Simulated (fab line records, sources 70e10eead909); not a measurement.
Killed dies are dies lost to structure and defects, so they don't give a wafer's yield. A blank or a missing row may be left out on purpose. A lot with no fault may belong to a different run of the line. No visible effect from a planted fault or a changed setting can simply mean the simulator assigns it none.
Which tool is to blame? || flow nand-harc || Sampling: 7 lots, 21 wafers, 4 of 1159 route steps

WHAT EACH GAUGE READ, for each wafer
NHARC_THIN_TSV_CD_MEAS_33: target cd 5000 nm.
{"lot": "L578", "measured": "day 19 10:52", "on": "cd-sem-03", "cd-nm (nm)": "4997.1 4999.0 4999.9"}
{"lot": "L579", "measured": "day 18 23:25", "on": "cd-sem-03", "cd-nm (nm)": "5000.6 5003.5 5000.5"}
{"lot": "L582", "measured": "day 20 02:59", "on": "cd-sem-03", "cd-nm (nm)": "5002.6 5001.7 5000.3"}
{"lot": "L590", "measured": "day 22 22:52", "on": "cd-sem-03", "cd-nm (nm)": "5000.7 5000.6 5000.1"}
{"lot": "L594", "measured": "day 23 03:57", "on": "cd-sem-03", "cd-nm (nm)": "5004.3 5003.4 5001.7"}
{"lot": "L597", "measured": "day 24 14:28", "on": "cd-sem-02", "cd-nm (nm)": "4996.9 5000.9 4999.9"}
{"lot": "L599", "measured": "day 24 17:01", "on": "cd-sem-01", "cd-nm (nm)": "5003.1 5001.0 5000.5"}

TOOL THAT RAN EACH LOT (tool first, then ch and the chambers of the sampled wafers, then the start)
{"lot": "L578", "NHARC_A_CHANNEL_HOLE_D1_DEP_00": "acl-dep-01 ch 0, day 8 11:48", "NHARC_THIN_TSV_PRE_CLEAN_50": "pvd-sputter-02, day 19 09:17 or earlier", "NHARC_THIN_TSV_CMP_21": "cmp-03 ch 0,1,3, day 19 09:17"}
{"lot": "L579", "NHARC_A_CHANNEL_HOLE_D1_DEP_00": "acl-dep-01 ch 0, day 8 14:13", "NHARC_THIN_TSV_PRE_CLEAN_50": "pvd-sputter-02, day 18 21:59 or earlier", "NHARC_THIN_TSV_CMP_21": "cmp-02 ch 0,2,3, day 18 21:59"}
{"lot": "L582", "NHARC_A_CHANNEL_HOLE_D1_DEP_00": "acl-dep-01 ch 0, day 9 07:01", "NHARC_THIN_TSV_PRE_CLEAN_50": "pvd-sputter-02, day 20 01:22 or earlier", "NHARC_THIN_TSV_CMP_21": "cmp-03 ch 1,2,3, day 20 01:22"}
{"lot": "L590", "NHARC_A_CHANNEL_HOLE_D1_DEP_00": "acl-dep-01 ch 0, day 12 01:41", "NHARC_THIN_TSV_PRE_CLEAN_50": "pvd-sputter-01, day 22 21:26 or earlier", "NHARC_THIN_TSV_CMP_21": "cmp-03 ch 0,1, day 22 21:26"}
{"lot": "L594", "NHARC_A_CHANNEL_HOLE_D1_DEP_00": "acl-dep-02 ch 0, day 12 12:26", "NHARC_THIN_TSV_PRE_CLEAN_50": "pvd-sputter-03, day 23 02:29 or earlier", "NHARC_THIN_TSV_CMP_21": "cmp-03 ch 0,1,2, day 23 02:29"}
{"lot": "L597", "NHARC_A_CHANNEL_HOLE_D1_DEP_00": "acl-dep-02 ch 0, day 13 12:04", "NHARC_THIN_TSV_PRE_CLEAN_50": "pvd-sputter-03, day 24 12:57 or earlier", "NHARC_THIN_TSV_CMP_21": "cmp-03 ch 0,1,2, day 24 12:57"}
{"lot": "L599", "NHARC_A_CHANNEL_HOLE_D1_DEP_00": "acl-dep-02 ch 0, day 13 18:20", "NHARC_THIN_TSV_PRE_CLEAN_50": "pvd-sputter-02, day 24 15:35 or earlier", "NHARC_THIN_TSV_CMP_21": "cmp-02 ch 0,2,3, day 24 15:35"}
- NHARC_A_CHANNEL_HOLE_D1_DEP_00: deposits aC, target thk 3100 nm.
- NHARC_THIN_TSV_PRE_CLEAN_50: time 30 s.
- NHARC_THIN_TSV_CMP_21: polishes, t overpolish 30 s, target thk 2000 nm.

THE ANSWER, worked out from the rows above alone
Rule: the usual values come from the lots themselves. The widest of any qualifying gaps counts: lots, ordered by their means at a reading, are off when they make up no more than a third of the lots, leave a main group of 4 or more, and stand apart from it by 3 or more times the standard deviation of that group's means. If all means in a main group match to the digits the tables above print for the reading, that group is not used. Also off: a lot with no number at a reading for which 4 or more lots have one. Where the step has rows for the other lots, those lots are counted as sound.
No lot is off at any reading shown: from this, nothing can be told.

WHAT THE SIMULATOR HAD INSERTED
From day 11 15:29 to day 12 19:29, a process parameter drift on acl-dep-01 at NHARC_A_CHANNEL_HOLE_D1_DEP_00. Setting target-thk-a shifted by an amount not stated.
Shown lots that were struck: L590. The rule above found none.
